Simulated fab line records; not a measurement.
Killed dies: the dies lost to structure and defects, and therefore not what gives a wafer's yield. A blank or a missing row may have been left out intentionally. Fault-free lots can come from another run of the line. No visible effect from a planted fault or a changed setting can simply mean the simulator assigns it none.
Comparing a struck lot with a sound one    flow n5Finfet    24 out of 1938 route steps
Sound: these wafers, L282.1, L282.5, L282.6. Struck: wafers L277.1, L277.2, L277.4. Last of all comes the cause.
Order at every step that has rows: each side's tool, ch and its chambers, its first start. Under that, the readings that differ: sound wafers    struck wafers    difference of the means    sigmas: that difference in standard deviations of wafers without a fault.
alike: readings with means less than 2 such deviations apart, plus words and numbers identical on both sides. not compared: withheld readings, readings lacking a value on some wafer, bounds such as >300 that could conceal the same value, and numbers that have no deviation in the record and whose values overlap.
A row with sigmas, a row that says differs or no value, or rows on one side alone: a step with any of these is where the two part. Numbers that have no deviation but don't overlap get no sigmas and don't part them. Lack of a reading on every wafer of one side parts them only where that side has two or more wafers.

first, 11 steps without rows for these wafers: N5_DUMMY_REMOVAL_PRECLEAN_07 (cleans in dHF, time 30 s); N5_DUMMY_REMOVAL_DUMMY_REMOVE_02 (chemistry TMAH, target poly-Si, stops on SiO2, target depth 142 nm, time 57 s, rinse time 30 s); N5_DUMMY_REMOVAL_PRECLEAN_08 (cleans in NF3:NH3, afs cycles 2, time 20 s, sublimation time 60 s); N5_DUMMY_REMOVAL_PRECLEAN_04 (cleans in DHF, time 37 s); N5_DUMMY_REMOVAL_SRD_05 (time 30 s); N5_HKMG_FIN_IL_REGROW_00 (material SiO2, chemistry O3, target thk 0.75 nm, time 30 s); N5_HKMG_FIN_HK_ALD_01 (deposits HfO2, target thk 1.6 nm, pulse time 3 s, purge time 3 s); N5_HKMG_FIN_HK_ANNEAL_02 (time 30 s); N5_HKMG_FIN_ALD_74 (deposits La2O3, target thk 0.5 nm, pulse time 6 s, co reactant pulse time 1 s); N5_HKMG_FIN_ALD_75 (deposits Al2O3, target thk 1 nm, co reactant pulse time 1 s); N5_HKMG_FIN_COAT_41 (time 60 s, resist thk 300 nm).
N5_HKMG_FIN_COAT_42: time 60 s, resist thk 35 nm.
  sound on lithoTrack-05 ch 0, day 7 22:30; struck on lithoTrack-01 ch 0, day 6 11:37
reading                                     sound                 struck                difference  sigmas
chillPlateTempC (C)                         23.18 23.23 23.13     22.82 22.92 23.02     -0.26       -2
spinSpeedRpm (rpm)                          1499.6 1500.0 1499.4  1588.2 1586.6 1587.1  +87.6       +80
model.SiARC_of_HKMG_FIN_COAT_42.thkNm (nm)  34.8 35 34.8          34 34 34              -1          
then, 7 steps without rows for these wafers: N5_HKMG_FIN_COAT_43 (resist thk 90 nm); N5_HKMG_FIN_EBR_45; N5_HKMG_FIN_SOFTBAKE_44 (time 60 s); N5_HKMG_FIN_EXPOSE_46 (exposes mask NDIPOLE); N5_HKMG_FIN_PEB_47 (peb time 60 s); N5_HKMG_FIN_DEVELOP_48 (develop time 30 s); N5_HKMG_FIN_DESCUM_53 (chemistry O2, time 7.9 s).
N5_HKMG_FIN_ETCH_54: etches SiARC in CF4, target depth 45.5 nm, time 75.8 s.
  sound on rieDiel-02 ch 0,2,3, day 7 22:59; struck on rieDiel-02 ch 0,1,3, day 6 12:05
reading                                       sound              struck          difference  sigmas
model.etch.depthNm (nm)                       34.86 34.96 34.86  33.95 34.09 34  -0.88       
model.CAR-ArF_of_HKMG_FIN_COAT_43.thkNm (nm)  50.8 51 50.8       51.8 51.6 51.8  +0.9        
  alike: drypumpMotorCurrentA, etchRfOnTimeS, oesProductAu, rfVppV, showerheadPlenumPTorr, throttleValvePct
  not compared: rfHoursCounterH
N5_HKMG_FIN_ETCH_55: etches SOC in N2/H2, target depth 240 nm, time 300 s.
  sound on rieDiel-02 ch 0,2,3, day 7 23:02; struck on rieDiel-02 ch 0,1,3, day 6 12:09
reading                                     sound         struck      difference  sigmas
model.SiARC_of_HKMG_FIN_COAT_42.thkNm (nm)  21 21.8 20.8  20 20 19.8  -1          
  alike: drypumpMotorCurrentA, oesProductAu, rfVppV, showerheadPlenumPTorr, throttleValvePct
  not compared: rfHoursCounterH
then, 1 step without rows for these wafers: N5_HKMG_FIN_STRIP_56 (strips in N2/H2).
-- here the record skips 4 days between the struck wafers' starts before and after, leaving off in module HKMG_FIN and picking up in module BEOL_M4 (first step shown: number 1111 of the route) --
N5_BEOL_M4_RC_MEAS_101:
  sound on prober-01 ch 0, day 12 23:58; struck on prober-01 ch 0, day 10 18:35
reading        sound           struck          difference  sigmas
ION_P (uA/um)  466 471 462     453 443 449     -18         -2
VT_P (mV)      -244 -244 -245  -256 -258 -256  -12         -3
  alike: DIBL_N, DIBL_P, IOFF_N, IOFF_P, ION_N, SS_N, SS_P, VT_N
-- record jumps: 4 days separate the struck wafers' starts on either side; left off in module BEOL_M4, taken up again in module PASSIVATION, whose first shown step is the route's number 1936 --
N5_PASSIVATION_PROBE_49:
  sound on prober-01, day 17 13:41; struck on prober-01, day 15 01:44
reading             sound     struck    difference  sigmas
killed_at_M0_to_M3  30 33 19  38 50 64  +23         +2
  alike: defectLimitedYield, killed_at_M4_up, killedAtContacts, killedAtFrontEnd, killedAtOther, killedDies, killedOpen, killedShort, sort_bin_5_function, sort_bin_6_memory, sortNPass, sortYieldPct

WHERE THEY PART
Earliest at N5_HKMG_FIN_COAT_42; latest, in this record, at N5_PASSIVATION_PROBE_49.

WHY: what had been put in by the simulator
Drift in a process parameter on lithoTrack-01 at N5_HKMG_FIN_COAT_42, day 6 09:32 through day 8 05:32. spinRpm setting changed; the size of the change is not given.
